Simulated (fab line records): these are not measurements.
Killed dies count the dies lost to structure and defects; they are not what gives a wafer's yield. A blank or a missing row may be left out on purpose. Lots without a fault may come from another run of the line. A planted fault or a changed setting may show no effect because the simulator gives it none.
2 desks, one fault || flow n5_finfet || each desk holds nothing but its own numbers, with what lay behind them at the end

## AT THE TOOL OWNER'S DESK: rie_diel-02
The tool's own readings at N5_BEOL_M8_STRIP_36 (strips in N2/H2): means of the sampled wafers that have a number, for each lot that ran on this tool. Any lot whose mean is over 4 standard deviations away from the usual mean is out of limits and marked OUT; that distance is given in the brackets.
Columns: A = drypump_motor_current_A at N5_BEOL_M8_STRIP_36, usual 5.7 A; B = h2_flow_sccm at N5_BEOL_M8_STRIP_36, usual 200.0 sccm; C = n2_flow_sccm at N5_BEOL_M8_STRIP_36, usual 199.9 sccm; D = oes_product_au at N5_BEOL_M8_STRIP_36, usual 0.82 a.u.; E = rf_vpp_V at N5_BEOL_M8_STRIP_36, usual 59.4 V; F = showerhead_plenum_p_Torr at N5_BEOL_M8_STRIP_36, usual 2.54 Torr; G = throttle_valve_pct at N5_BEOL_M8_STRIP_36, usual 23.47 %
{"lot": "L293", "first seen here": "day 9 11:40", "A": 5.7, "B": 200.5, "C": 200.2, "D": 0.86, "E": 59.4, "F": 2.61, "G": 23.42}
{"lot": "L295", "first seen here": "day 9 19:10", "A": 5.7, "B": 200.5, "C": 200.2, "D": 0.84, "E": 61.1, "F": 2.61, "G": 23.39}
{"lot": "L296", "first seen here": "day 10 02:52", "A": 5.6, "B": 199.7, "C": 199.9, "D": 0.81, "E": 59.1, "F": 2.52, "G": 23.50}
{"lot": "L297", "first seen here": "day 10 06:27", "A": 5.9, "B": 200.8, "C": 199.6, "D": 0.74, "E": 59.7, "F": 2.49, "G": 23.46}
{"lot": "L299", "first seen here": "day 11 03:07", "A": 5.9, "B": 200.3, "C": 199.3, "D": 0.74, "E": 58.8, "F": 2.48, "G": 23.46}
{"lot": "L305", "first seen here": "day 13 08:39", "A": 5.7, "B": 199.8, "C": 199.3, "D": 0.76, "E": 59.2, "F": 2.54, "G": 23.49}
This desk's verdict: no lot among the 6 shows anything out of limits.

## THE METROLOGY DESK
Lot by lot, what the gauges showed, no matter which tool ran the lot: averages of those sampled wafers that carry a number. Any lot whose mean is over 4 standard deviations away from the usual mean is out of limits and marked OUT; that distance is given in the brackets.
Columns: A = cd_nm at N5_MIM_BOT_LITHO_CD_MEAS_08, usual 2999.0 nm
{"lot": "L295", "first seen here": "day 12 09:45", "A": 3000.9}
{"lot": "L293", "first seen here": "day 12 09:55", "A": 2998.9}
{"lot": "L296", "first seen here": "day 12 13:41", "A": 2999.1}
{"lot": "L297", "first seen here": "day 13 02:56", "A": 2996.8}
{"lot": "L298", "first seen here": "day 13 16:28", "A": 2997.9}
{"lot": "L299", "first seen here": "day 13 16:55", "A": 2999.8}
{"lot": "L305", "first seen here": "day 15 17:34", "A": 2999.0}
{"lot": "L311", "first seen here": "day 16 22:02", "A": 2999.9}
{"lot": "L314", "first seen here": "day 18 04:11", "A": 2999.8}
{"lot": "L313", "first seen here": "day 18 05:03", "A": 3001.2}
This desk's verdict: no lot among the 10 shows anything out of limits.

## TAKEN TOGETHER
Nothing out of limits was seen by the tool owner's desk.
The metrology desk saw nothing out of limits.

## WHAT THE SIMULATOR HAD PUT IN
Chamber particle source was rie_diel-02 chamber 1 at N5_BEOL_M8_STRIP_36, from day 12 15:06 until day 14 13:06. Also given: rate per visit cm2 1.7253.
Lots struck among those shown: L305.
